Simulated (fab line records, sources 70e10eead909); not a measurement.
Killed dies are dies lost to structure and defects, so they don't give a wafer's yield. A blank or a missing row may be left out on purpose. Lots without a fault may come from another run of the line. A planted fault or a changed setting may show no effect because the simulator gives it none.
Which tool did it? | flow nand_harc | 15 lots, 45 wafers sampled, at 4 steps of a route of 1302

WHAT THE GAUGES READ, wafer by wafer
NHARC_A_M0_INSPECT_27. Usual: raw_defect_count 513, standard deviation 130.
lot  | measured     | on                | raw_defect_count | flag
L578 | day 23 06:22 | defect_inspect-01 | 401 519 463      |
L580 | day 23 23:08 | defect_inspect-01 | 381 341 333      |
L584 | day 25 12:42 | defect_inspect-02 | 427 501 407      |
L582 | day 25 14:59 | defect_inspect-01 | 364 405 319      |
L585 | day 26 03:29 | defect_inspect-02 | 393 394 305      |
L586 | day 26 23:08 | defect_inspect-02 | 633 538 644      |
L589 | day 27 14:41 | defect_inspect-01 | 581 821 512      |
L588 | day 27 17:46 | defect_inspect-02 | 641 727 492      |
L590 | day 29 01:41 | defect_inspect-01 | 336 523 584      |
L592 | day 29 05:28 | defect_inspect-02 | 450 482 602      |
L594 | day 29 14:47 | defect_inspect-02 | 715 501 607      |
L595 | day 30 23:35 | defect_inspect-02 | 755 566 521      |
L596 | day 31 07:01 | defect_inspect-01 | 407 495 553      |
L598 | day 31 15:34 | defect_inspect-01 | 486 423 411      |
L597 | day 31 16:01 | defect_inspect-01 | 449 508 596      |

WHICH TOOL RAN EACH LOT (tool, then ch and the chambers of the sampled wafers, then the start)
lot  | NHARC_A_BLC_PVD_32                      | NHARC_A_BLC_ALD_23                  | NHARC_A_M0_PVD_20
L578 | pvd_sputter-01, day 23 01:31 or earlier | ald_metal-02 ch 1,3, day 23 01:31   | pvd_sputter-02, day 23 04:47
L580 | pvd_sputter-03, day 23 18:20 or earlier | ald_metal-01 ch 0,1,2, day 23 18:20 | pvd_sputter-02, day 23 21:35
L584 | pvd_sputter-02, day 25 08:01 or earlier | ald_metal-01 ch 0,1, day 25 08:01   | pvd_sputter-02, day 25 11:17
L582 | pvd_sputter-02, day 25 10:17 or earlier | ald_metal-04 ch 1,2,3, day 25 10:17 | pvd_sputter-03, day 25 13:32
L585 | pvd_sputter-03, day 25 22:31 or earlier | ald_metal-02 ch 0,1,3, day 25 22:31 | pvd_sputter-03, day 26 01:46
L586 | pvd_sputter-03, day 26 18:20 or earlier | ald_metal-01 ch 2,3, day 26 18:20   | pvd_sputter-03, day 26 21:42
L589 | pvd_sputter-01, day 27 10:03 or earlier | ald_metal-04 ch 0,1,2, day 27 10:03 | pvd_sputter-03, day 27 13:16
L588 | pvd_sputter-01, day 27 12:58 or earlier | ald_metal-04 ch 0,1,2, day 27 12:58 | pvd_sputter-01, day 27 16:20
L590 | pvd_sputter-02, day 28 21:00 or earlier | ald_metal-01 ch 0,1, day 28 21:00   | pvd_sputter-03, day 29 00:16
L592 | pvd_sputter-01, day 29 00:35 or earlier | ald_metal-02 ch 1,3, day 29 00:35   | pvd_sputter-01, day 29 03:55
L594 | pvd_sputter-03, day 29 10:02 or earlier | ald_metal-04 ch 0,2, day 29 10:02   | pvd_sputter-02, day 29 13:12
L595 | pvd_sputter-03, day 30 18:53 or earlier | ald_metal-01 ch 0,1, day 30 18:53   | pvd_sputter-03, day 30 22:11
L596 | pvd_sputter-01, day 31 02:19 or earlier | ald_metal-01 ch 1,2,3, day 31 02:19 | pvd_sputter-03, day 31 05:34
L598 | pvd_sputter-02, day 31 10:45 or earlier | ald_metal-02 ch 0,1,3, day 31 10:45 | pvd_sputter-03, day 31 14:08
L597 | pvd_sputter-03, day 31 11:19 or earlier | ald_metal-01 ch 0,1,2, day 31 11:19 | pvd_sputter-01, day 31 14:34
- NHARC_A_BLC_PVD_32: deposits Ti, target thk 5 nm, time 17.7 s.
- NHARC_A_BLC_ALD_23: deposits TiN, target thk 3 nm, pulse time 1 s, ald cycles 150.
- NHARC_A_M0_PVD_20: deposits TaN, target thk 5 nm, time 8.06 s.

WHAT THE TOOLS THEMSELVES READ (means of the sampled wafers that have a number; where no wafer has one, the mark that the record gives instead)
NHARC_A_BLC_PVD_32. Usual: cathode_dc_power_W 5000.0 W, standard deviation 0.87; chamber_pressure_pa 5.002 Pa, standard deviation 0.0092; throttle_valve_pct 29.7 %, standard deviation 0.88.
lot  | tool           | cathode_dc_power_W (W) | chamber_pressure_pa (Pa) | throttle_valve_pct (%) | flag
L578 | pvd_sputter-01 | 4999.6                 | 5.003                    | 30.4                   |
L580 | pvd_sputter-03 | 4999.1                 | 4.999                    | 29.6                   |
L584 | pvd_sputter-02 | 5000.8                 | 5.000                    | 29.7                   |
L582 | pvd_sputter-02 | 4999.0                 | 5.006                    | 29.7                   |
L585 | pvd_sputter-03 | 5000.4                 | 4.990                    | 28.7                   |
L586 | pvd_sputter-03 | 5000.2                 | 4.997                    | 29.0                   |
L589 | pvd_sputter-01 | 4999.7                 | 5.003                    | 30.1                   |
L588 | pvd_sputter-01 | 4999.5                 | 5.002                    | 29.9                   |
L590 | pvd_sputter-02 | 4999.7                 | 5.015                    | 29.9                   |
L592 | pvd_sputter-01 | 5000.3                 | 5.014                    | 30.2                   |
L594 | pvd_sputter-03 | 5000.4                 | 5.001                    | 28.5                   |
L595 | pvd_sputter-03 | 5000.7                 | 5.000                    | 29.7                   |
L596 | pvd_sputter-01 | 5000.9                 | 4.995                    | 30.7                   |
L598 | pvd_sputter-02 | 4999.4                 | 4.995                    | 30.0                   |
L597 | pvd_sputter-03 | 4999.3                 | 5.004                    | 28.6                   |

NHARC_A_BLC_ALD_23. Usual: heater_power_w 1039 W, standard deviation 81; precursor_pulse_height_rel 0.998, standard deviation 0.02.
lot  | tool         | heater_power_w (W) | precursor_pulse_height_rel | flag
L578 | ald_metal-02 | 1098               | 1.000                      |
L580 | ald_metal-01 | 1023               | 1.006                      |
L584 | ald_metal-01 | 1033               | 0.996                      |
L582 | ald_metal-04 | 1038               | 0.979                      |
L585 | ald_metal-02 | 1093               | 0.977                      |
L586 | ald_metal-01 | 1028               | 0.991                      |
L589 | ald_metal-04 | 926                | 0.995                      |
L588 | ald_metal-04 | 924                | 0.999                      |
L590 | ald_metal-01 | 1023               | 0.997                      |
L592 | ald_metal-02 | 1076               | 0.991                      |
L594 | ald_metal-04 | 994                | 0.986                      |
L595 | ald_metal-01 | 1061               | 1.002                      |
L596 | ald_metal-01 | 1045               | 1.005                      |
L598 | ald_metal-02 | 1080               | 1.000                      |
L597 | ald_metal-01 | 1047               | 0.986                      |

NHARC_A_M0_PVD_20. Usual: bias_v 168.9 V, standard deviation 1.8; cathode_dc_power_W 15000 W, standard deviation 3; chamber_pressure_pa 0.11996 Pa, standard deviation 0.00024; throttle_valve_pct 29.7 %, standard deviation 0.9.
lot  | tool           | bias_v (V) | cathode_dc_power_W (W) | chamber_pressure_pa (Pa) | throttle_valve_pct (%) | flag
L578 | pvd_sputter-02 | 168.2      | 15002                  | 0.11978                  | 29.8                   |
L580 | pvd_sputter-02 | 170.3      | 15000                  | 0.11995                  | 29.6                   |
L584 | pvd_sputter-02 | 167.7      | 15001                  | 0.11984                  | 29.8                   |
L582 | pvd_sputter-03 | 167.3      | 15000                  | 0.11998                  | 29.6                   |
L585 | pvd_sputter-03 | 170.3      | 15001                  | 0.11983                  | 28.3                   |
L586 | pvd_sputter-03 | 169.4      | 15000                  | 0.12026                  | 30.2                   |
L589 | pvd_sputter-03 | 169.1      | 15002                  | 0.11998                  | 29.5                   |
L588 | pvd_sputter-01 | 169.7      | 14997                  | 0.11990                  | 30.6                   |
L590 | pvd_sputter-03 | 170.0      | 15001                  | 0.11996                  | 30.3                   |
L592 | pvd_sputter-01 | 168.1      | 15001                  | 0.11989                  | 30.1                   |
L594 | pvd_sputter-02 | 168.5      | 14999                  | 0.11997                  | 30.2                   |
L595 | pvd_sputter-03 | -          | -                      | -                        | -                      | OFF
L596 | pvd_sputter-03 | -          | -                      | -                        | -                      | OFF
L598 | pvd_sputter-03 | -          | -                      | -                        | -                      | OFF
L597 | pvd_sputter-01 | 166.1      | 14999                  | 0.11986                  | 30.6                   |

THE ANSWER, worked out from the rows above alone
Rule: a lot is off if the mean of its wafers that have a number lies more than 3 standard deviations from the usual mean. A lot without any number at a reading at which 4 lots or more have one is off too. The other lots that the step has rows for count as sound. The gauges are gone through in route order, then the tools' own readings, and for those a lot's mean is taken as printed above. The first step at which some lot is off is used, and at that step the reading that is off furthest; a lot without a number counts as furthest.
Off: L595, L596, L598, at NHARC_A_M0_PVD_20 (bias_v). Without a number there: L595, L596, L598.
A tool fits if, at that step or a process step before it, it ran every lot that is off, and no sound lot after the first of them. NHARC_A_BLC_PVD_32 gives no start for some lots, so the hours and the order of its lots are those of NHARC_A_BLC_ALD_23. One fits: pvd_sputter-03 at NHARC_A_M0_PVD_20. Its last sound lot is L590 (day 29 00:16), its first lot that is off L595 (day 30 22:11): a fault that began between those two fits.
Blank at NHARC_A_M0_PVD_20 on the lots that are off, where sound lots have numbers: bias_v, cathode_dc_power_W, chamber_pressure_pa, throttle_valve_pct.

WHAT THE SIMULATOR HAD PUT IN
Skipped step whole: pvd_sputter-03, from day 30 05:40 on, at NHARC_A_M0_PVD_20. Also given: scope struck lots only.
Lots struck among those shown: L595, L596, L598. The rule above found the same.
